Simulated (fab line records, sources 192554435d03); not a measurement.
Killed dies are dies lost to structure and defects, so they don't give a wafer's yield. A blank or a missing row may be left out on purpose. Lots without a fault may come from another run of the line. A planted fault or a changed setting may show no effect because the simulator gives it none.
fab line records | flow n5_finfet
record lots=6 wafers=17 last_day=18
route steps=1938 shown HKMG_FIN@437 BEOL_M4@1111 PASSIVATION@1936
lots that met no fault: from a run of the same line without faults
start_h: hours from the record's first day to the start of the lot's first wafer shown | wait_h: hours since the lot's step before | " the same as in the row above | L1.1+2: a row that stands for several wafers | - no value, or no start given | * or withheld: withheld | < > ~ a bound
route shown NAME@n: a module of which the file shows steps, and the number in the route of the first | usual: mean/standard deviation of fault-free wafers | same: alike in all rows | chamber/n: place in a boat | sites: the reading at each site | _std_site: their standard deviation | _edge_site: outer sites' mean less inner sites' | radius_mm: how far each site lies from the wafer's centre | mask NAME#n: copy n | behind: the tool/chamber that last shaped the wafer | hold: why the lot was held/for how many hours/how that ended | device: the transistor (n, p or np) that didn't switch | end of line: the same wafers' tests at the end of the route | a step without rows: its recipe alone | killed: dies lost to structure and defects at the first sort, not the wafer's yield | map: a wafer's dies, x killed, . not, _ none there
set.NAME: the setting as run; set.NAME@STEP: as run at that earlier step | model.NAME: the simulator's own value behind a step, which no gauge read
lots at some steps of the route; a table a step, a row a wafer
services: from which hour (start_h, from the record's first day; less than 0 if before it) a tool's chamber was out of use, for how many hours, and why
## steps
# step N5_HKMG_FIN_STRIP_34
# recipe chemistry=CF4 resist=SiARC power_w=300 bias_power_w=75 pressure_mtorr=50 cf4_flow_sccm=150 rf_frequency_hz=6e+07
# step N5_HKMG_FIN_ETCH_35
# recipe chemistry=N2/H2 target=SOC target_depth_a=2158 ion_energy_ev=65 bias_w=5 source_w=3000 time_s=243.4 pressure_mtorr=30 n2_flow_sccm=200 h2_flow_sccm=200
# step N5_HKMG_FIN_STRIP_92
# recipe chemistry=N2/H2 material=SOC time_s=20 power_w=500 temp_c=40 pressure_mtorr=50 rf_frequency_hz=6e+07 bias_power_w=8 h2_frac=0.5 n2_flow_sccm=300 h2_flow_sccm=300
# usual drypump_motor_current_A=5.8/0.45 n2_flow_sccm=300.0/0.77 oes_product_au=0.82/0.095 rf_vpp_V=54.3/0.91 showerhead_plenum_p_Torr=3.40/0.12 throttle_valve_pct=18.96/0.29
# columns lot.wafer tool chamber start_h wait_h drypump_motor_current_A n2_flow_sccm oes_product_au rf_hours_counter_h rf_vpp_V showerhead_plenum_p_Torr throttle_valve_pct
L844.1 rie_diel-05 3 99.30 0.1 5.2 299.3 0.96 8 54.9 3.59 18.76
L844.4 " 1 " " 5.7 299.7 0.91 - 53.6 3.30 19.07
L844.5 " 3 " " 5.2 299.7 0.96 - 54.8 3.59 18.77
L847.1 rie_diel-02 1 124.44 0.1 5.2 301.7 0.88 34 54.2 3.43 18.88
L847.2 " 2 " " 6.2 300.3 0.84 59 55.0 3.53 18.56
L847.5 " 1 " " 5.2 299.8 0.88 - 53.5 3.43 18.89
L854.2 rie_diel-05 1 158.24 0.1 5.7 300.5 0.86 39 53.3 3.28 19.11
L854.4 " 3 " " 5.2 299.7 0.90 27 55.6 3.58 18.80
L855.1 rie_diel-02 3 167.70 0.1 5.7 299.7 0.91 12 54.6 3.43 18.80
L855.3 " 1 " " 5.2 299.6 0.87 50 53.3 3.43 18.90
L855.6 " 3 " " 5.7 299.7 0.91 - 54.4 3.43 18.82
L860.1 rie_diel-05 2 200.45 0.1 6.6 299.2 0.69 247 55.0 3.47 19.55
L860.2 " 0 " " 5.8 300.2 0.91 32 52.2 3.29 19.10
L860.4 " 1 " " 5.6 300.7 0.85 53 53.9 3.28 19.11
L861.2 rie_diel-05 0 205.03 0.1 5.8 301.4 0.89 34 53.6 3.29 19.12
L861.4 " 3 " " 5.2 299.3 0.88 - 53.5 3.57 18.80
L861.5 " 0 " " 5.8 301.8 0.89 - 53.0 3.29 19.12
# step N5_HKMG_FIN_WET_ETCH_18
# recipe chemistry=SC1 target=TiN mix=1:1:5 temp_c=* time_s=55 target_depth_nm=5.2 dry=ipa_marangoni rinse_time_s=30 rinse_temp_c=23
# step N5_HKMG_FIN_STRIP_19
# recipe chemistry=N2/H2 power_w=2500 temp_c=300 h2_frac=0.65 time_s=360 pressure_mtorr=withheld n2_flow_sccm=1750 h2_flow_sccm=3250
# usual drypump_motor_current_A=5.8/0.56 heater_power_w=505/61 n2_flow_sccm=1749/5.1
# columns lot.wafer tool chamber start_h wait_h drypump_motor_current_A heater_power_w n2_flow_sccm rf_hours_counter_h
L844.1 plasma_asher-01 0 99.44 0.0 6.2 470 1750 101
L844.4 " 1 " " 5.0 440 1748 -
L844.5 " 0 " " 6.2 471 1750 -
L847.1 plasma_asher-02 1 124.59 0.0 6.4 582 1752 41
L847.2 " 0 " " 5.7 544 1746 41
L847.5 " 0 " " 5.7 538 1748 -
L854.2 plasma_asher-01 0 158.44 0.0 6.2 475 1746 114
L854.4 " 1 " " 4.9 427 1746 -
L855.1 plasma_asher-01 0 167.84 0.0 6.2 459 1750 115
L855.3 " 0 " " 6.2 471 1752 -
L855.6 " 1 " " 4.9 430 1754 -
L860.1 plasma_asher-02 1 200.59 0.0 6.4 593 1757 58
L860.2 " 0 " " 5.7 536 1743 58
L860.4 " 1 " " 6.4 580 1753 -
L861.2 plasma_asher-01 1 205.17 0.0 4.9 435 1750 120
L861.4 " 1 " " 4.9 438 1749 -
L861.5 " 1 " " 4.9 436 1751 -
# step N5_HKMG_FIN_ALD_91
# recipe material=TiN target_thk_a=10 temp_c=400 ald_precursor_family=TiCl4 ald_co_reactant=NH3 pulse_time_s=1 purge_time_s=3 co_reactant_purge_time_s=2 co_reactant_pulse_time_s=2 ald_cycles=47 pressure_torr=3
# usual ald_cycles=47/0 chamber_pressure_Torr=3.000/0.0067 heater_power_w=883/51 precursor_pulse_height_rel=0.997/0.019
# columns lot.wafer tool chamber start_h wait_h ald_cycles chamber_pressure_Torr heater_power_w precursor_pulse_height_rel
L844.1 ald_metal-02 3 99.83 0.3 47 2.996 863 0.986
L844.4 " 1 " " 47 2.987 930 0.951
L844.5 " 3 " " 47 3.011 866 0.997
L847.1 ald_metal-01 3 124.97 0.3 47 3.004 834 0.977
L847.2 " 2 " " 47 3.008 938 0.992
L847.5 " 0 " " 47 3.003 851 0.986
L854.2 ald_metal-01 1 158.83 0.3 47 3.007 975 0.965
L854.4 " 3 " " 47 3.003 805 1.008
L855.1 ald_metal-02 1 168.23 0.3 47 3.004 970 1.004
L855.3 " 3 " " 47 2.999 887 0.974
L855.6 " 0 " " 47 3.004 883 0.995
L860.1 ald_metal-04 3 200.98 0.3 47 3.005 802 0.985
L860.2 " 2 " " 47 2.993 905 0.972
L860.4 " 1 " " 47 3.000 937 0.973
L861.2 ald_metal-04 1 205.55 0.3 47 2.993 939 1.020
L861.4 " 3 " " 47 3.004 808 0.992
L861.5 " 1 " " 47 2.999 959 0.991
# step N5_HKMG_FIN_COAT_85
# recipe resist=SOC temp_c=250 time_s=60 spin_rpm=1500 resist_thk_nm=300
# step N5_HKMG_FIN_ETCH_86
# recipe chemistry=N2/H2 target=SOC target_depth_a=3932 stop_on=TiN ion_energy_ev=100 bias_w=61 pressure_mtorr=30 source_w=850 n2_flow_sccm=200 h2_flow_sccm=200
# usual drypump_motor_current_A=5.8/0.45 n2_flow_sccm=200.0/0.58 oes_product_au=0.80/0.096 rf_vpp_V=241.0/1.3 showerhead_plenum_p_Torr=2.57/0.088 throttle_valve_pct=17.74/0.22
# columns lot.wafer tool chamber start_h wait_h drypump_motor_current_A n2_flow_sccm oes_product_au rf_hours_counter_h rf_vpp_V showerhead_plenum_p_Torr throttle_valve_pct
L844.1 rie_diel-02 0 100.17 - 5.8 199.7 0.75 160 239.2 2.43 17.71
L844.4 " 2 " " 6.2 198.7 0.85 50 243.2 2.68 17.45
L844.5 " 1 " " 5.3 199.8 0.91 - 240.6 2.61 17.66
L847.1 rie_diel-04 0 125.31 - 5.2 200.0 0.66 244 240.5 2.49 17.50
L847.2 " 1 " " 5.4 199.7 0.92 16 241.2 2.61 17.57
L847.5 " 0 " " 5.2 200.1 0.67 - 238.7 2.49 17.47
L854.2 rie_diel-04 2 159.17 - 5.8 200.4 0.69 235 241.0 2.50 17.88
L854.4 " 1 " " 5.4 201.3 0.89 29 240.4 2.60 17.61
L855.1 rie_diel-04 1 168.71 - 5.4 200.5 0.88 34 241.2 2.60 17.60
L855.3 " 1 " " 5.4 200.2 0.88 - 240.7 2.60 17.60
L855.6 " 1 " " 5.4 200.4 0.88 - 239.9 2.60 17.61
L860.1 rie_diel-04 3 201.35 - 6.5 199.7 0.71 210 242.1 2.62 17.88
L860.2 " 1 " " 5.4 199.9 0.86 46 241.1 2.59 17.63
L860.4 " 0 " " 5.2 200.4 0.93 4 241.9 2.48 17.10
L861.2 rie_diel-02 3 206.24 - 5.7 199.9 0.87 26 242.6 2.59 17.48
L861.4 " 0 " " 5.8 200.3 0.71 201 239.7 2.41 17.78
L861.5 " 3 " " 5.7 200.7 0.88 - 241.3 2.59 17.47
# step N5_HKMG_FIN_STRIP_89
# recipe chemistry=N2/H2 material=SOC time_s=20 power_w=500 temp_c=40 pressure_mtorr=50 rf_frequency_hz=6e+07 bias_power_w=8 h2_frac=0.5 n2_flow_sccm=300 h2_flow_sccm=300
# step N5_HKMG_FIN_WET_ETCH_87
# recipe chemistry=SC1 target=TiN mix=1:2:40 temp_c=50 time_s=154.2 target_depth_nm=4.7 dry=ipa_marangoni rinse_time_s=30 rinse_temp_c=23
# step N5_HKMG_FIN_STRIP_88
# recipe chemistry=N2/H2 power_w=2500 temp_c=300 h2_frac=0.65 time_s=360 pressure_mtorr=withheld n2_flow_sccm=1750 h2_flow_sccm=3250
# usual drypump_motor_current_A=5.8/0.56 heater_power_w=506/62 n2_flow_sccm=1751/5.3
# columns lot.wafer tool chamber start_h wait_h drypump_motor_current_A heater_power_w n2_flow_sccm rf_hours_counter_h
L844.1 plasma_asher-02 1 100.42 0.0 6.4 605 1751 37
L844.4 " 1 " " 6.4 590 1753 -
L844.5 " 0 " " 5.7 548 1752 -
L847.1 plasma_asher-02 0 125.56 0.0 5.8 553 1756 41
L847.2 " 1 " " 6.4 602 1751 41
L847.5 " 1 " " 6.4 611 1750 -
L854.2 plasma_asher-02 1 159.43 0.0 6.4 592 1757 48
L854.4 " 0 " " 5.7 551 1749 -
L855.1 plasma_asher-01 1 169.02 0.0 5.0 434 1752 115
L855.3 " 0 " " 6.2 471 1754 -
L855.6 " 0 " " 6.2 471 1747 -
L860.1 plasma_asher-01 0 201.60 0.0 6.2 474 1752 119
L860.2 " 1 " " 4.9 433 1753 119
L860.4 " 1 " " 5.0 437 1754 -
L861.2 plasma_asher-02 1 206.49 0.0 6.3 598 1746 59
L861.4 " 0 " " 5.7 542 1750 -
L861.5 " 1 " " 6.3 585 1753 -
# step N5_HKMG_FIN_NWFM_ALD_20
# recipe material=TiAlC target_thk_a=20 temp_c=300 ald_precursor_family=TiCl4 ald_co_reactant=TEA pulse_time_s=3 purge_time_s=2 co_reactant_purge_time_s=2 co_reactant_pulse_time_s=10 ald_cycles=7 pressure_torr=3
# step N5_HKMG_FIN_ALD_71
# recipe material=TiN target_thk_a=10 temp_c=400 ald_precursor_family=TiCl4 ald_co_reactant=NH3 pulse_time_s=1 purge_time_s=3 co_reactant_purge_time_s=2 co_reactant_pulse_time_s=2 ald_cycles=47 pressure_torr=3
# usual ald_cycles=47/0 chamber_pressure_Torr=3.000/0.0064 heater_power_w=888/53 precursor_pulse_height_rel=1.000/0.018
# columns lot.wafer tool chamber start_h wait_h ald_cycles chamber_pressure_Torr heater_power_w precursor_pulse_height_rel
L844.1 ald_metal-01 1 100.91 0.0 47 3.000 919 0.960
L844.4 " 2 " " 47 3.005 954 1.011
L844.5 " 2 " " 47 2.996 932 0.998
L847.1 ald_metal-04 0 126.04 0.0 47 3.006 879 1.014
L847.2 " 1 " " 47 3.004 944 0.984
L847.5 " 1 " " 47 3.001 956 1.000
L854.2 ald_metal-01 2 160.00 0.0 47 3.007 958 1.006
L854.4 " 1 " " 55 3.009 917 0.980
L855.1 ald_metal-01 0 169.51 0.0 47 3.000 837 0.946
L855.3 " 1 " " 55 3.000 944 0.979
L855.6 " 2 " " 47 3.001 959 0.990
L860.1 ald_metal-02 0 202.09 0.0 47 3.005 894 0.999
L860.2 " 2 " " 47 2.997 869 1.006
L860.4 " 3 " " 47 2.995 847 1.003
L861.2 ald_metal-04 2 206.97 0.0 47 3.005 909 1.013
L861.4 " 0 " " 47 2.992 867 0.975
L861.5 " 1 " " 47 3.007 935 1.006
# step N5_HKMG_FIN_COAT_66
# recipe resist=SOC temp_c=250 time_s=60 spin_rpm=1500 resist_thk_nm=300
# step N5_BEOL_M4_RC_MEAS_101
# usual DIBL_N=36.2/1.6 DIBL_P=36.5/1.9 IOFF_N=0.158/0.027 IOFF_P=0.21/0.038 ION_N=675/12 ION_P=464/8.9 SS_N=71.5/0.61 SS_P=73.4/0.59 VT_N=250.4/3 VT_P=-250/3.6
# columns lot.wafer tool chamber start_h wait_h DIBL_N[mV/V] DIBL_P[mV/V] IOFF_N[nA/um] IOFF_P[nA/um] ION_N[uA/um] ION_P[uA/um] SS_N[mV/dec] SS_P[mV/dec] VT_N[mV] VT_P[mV]
L844.1 prober-02 0 185.89 0.0 33.6 32.2 0.115 0.14 648 443 71.4 72.3 255.8 -256
L844.4 " 0 " " 34.8 34.9 0.135 0.18 660 455 71.9 72.5 251.2 -254
L844.5 " 0 " " 33.9 33.5 0.119 0.16 656 445 71.4 72.9 254.5 -256
L847.1 prober-01 0 210.70 0.0 33.0 32.6 0.099 0.16 661 465 70.2 73.0 258.6 -250
L847.2 " 0 " " 35.6 37.2 0.149 0.24 675 471 71.4 73.3 249.2 -245
L847.5 " 0 " " 32.6 32.3 0.101 0.17 652 455 71.0 72.7 256.5 -252
L854.2 prober-01 0 255.40 0.2 38.5 39.4 0.208 0.28 680 473 72.2 74.3 245.6 -246
L854.4 " 0 " " 38.4 39.7 0.207 0.31 689 473 71.0 74.5 242.9 -240
L855.1 prober-02 0 275.09 0.0 36.0 36.8 0.154 0.21 678 461 71.9 73.5 251.5 -251
L855.3 " 0 " " 32.6 33.1 0.113 0.15 666 454 71.3 73.0 251.0 -255
L855.6 " 0 " " 35.5 35.9 0.148 0.19 669 459 72.0 73.0 248.8 -251
L861.2 prober-02 0 302.73 0.2 36.4 36.0 0.164 0.18 670 446 71.3 72.3 248.3 -250
L861.4 " 0 " " 36.4 36.8 0.172 0.21 681 463 71.4 72.8 247.4 -251
L861.5 " 0 " " 35.2 35.0 0.146 0.17 661 454 71.2 72.1 250.7 -253
L860.1 prober-02 0 307.55 0.0 37.6 35.6 0.169 0.23 663 456 72.5 73.1 251.5 -248
L860.2 " 0 " " 36.5 35.5 0.159 0.23 674 470 72.1 73.5 249.0 -246
L860.4 " 0 " " 37.8 36.5 0.174 0.24 675 461 72.2 73.8 248.9 -249
# step N5_PASSIVATION_PROBE_49
# usual defect_limited_yield=91.3/1.7 killed_at_M0_to_M3=33/11 killed_at_M4_up=14/5.5 killed_at_contacts=13/6.5 killed_at_front_end=39/13 killed_at_other=3.4/2.9 killed_dies=103/20 killed_open=69/15 killed_short=32/8.1 sort_bin_5_function=5.1/1.1 sort_bin_6_memory=3.3/0.74 sort_n_pass=1077/20 sort_yield_pct=91.3/1.7
# same gross_dies=1180 killed_at_back_side=0 sort_bin_4_leakage[%]=0 sort_bin_8_speed[%]=0
# columns lot.wafer tool chamber start_h wait_h defect_limited_yield[%] killed_at_M0_to_M3 killed_at_M4_up killed_at_contacts killed_at_front_end killed_at_other killed_dies killed_open killed_short sort_bin_5_function[%] sort_bin_6_memory[%] sort_n_pass sort_yield_pct[%]
L854.4 prober-01 - 362.43 0.2 90.2 24 14 9 68 1 116 77 34 5.9 3.6 1064 90.2
# killed by level:class
L854.4 STI_FIN_REVEAL:geometric_particle:open=15 STARTING-WAFER:geometric_particle:short=10 GATE_CUT:geometric_particle:short=9 BEOL_M1:geometric_particle:open=9 GATE_CUT:geometric_particle:open=9 MOL_CONTACT_COAG:geometric_particle:open=9 BEOL_M3:geometric_particle:open=6 FIN_SAQP:geometric_particle:open=5
## services
# columns tool chamber start_h hours kind
rie_diel-05 0 81.23 - clean
rie_diel-05 0 81.23 - consumable_replace:focus_ring
rie_diel-05 0 81.23 18.0 scheduled_down
rie_diel-05 0 81.23 18.0 vent_cycle
rie_diel-02 - 93.56 0.3 repair
ald_metal-01 - 109.13 14.6 pm
rie_diel-02 3 113.81 - clean
rie_diel-02 3 113.81 - consumable_replace:focus_ring
ald_metal-01 - 123.82 0.6 repair
ald_metal-02 - 134.17 0.4 repair
ald_metal-04 - 135.80 14.6 pm
ald_metal-02 1 150.83 3.9 repair
ald_metal-04 - 153.92 8.7 pm
rie_diel-04 0 163.15 - clean
rie_diel-04 0 163.15 - consumable_replace:focus_ring
rie_diel-04 0 163.15 21.2 scheduled_down
rie_diel-04 0 163.15 21.2 vent_cycle
rie_diel-04 2 165.46 6.9 repair
plasma_asher-01 - 170.20 11.7 repair
ald_metal-01 3 172.43 7.9 repair
ald_metal-04 - 180.21 2.8 pm
plasma_asher-02 - 203.15 3.0 repair
rie_diel-05 2 206.62 - clean
rie_diel-05 2 206.62 - consumable_replace:focus_ring
## key
first_sign step=N5_HKMG_FIN_ALD_71 reading=ald_cycles direction=up sigmas=99+ usual=* struck=*
effect none on later readings
met_at N5_HKMG_FIN_ALD_71
struck_wafers L854.4,L855.3
onset_between 100.91 160.00
fault kind=process_parameter_drift tool=ald_metal-01 chamber=- onset_h=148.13 steps=N5_HKMG_FIN_ALD_71 channel=ald_cycles offset=* shape=step end_h=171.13 scope=struck_wafers_only acts_in=* stated=*
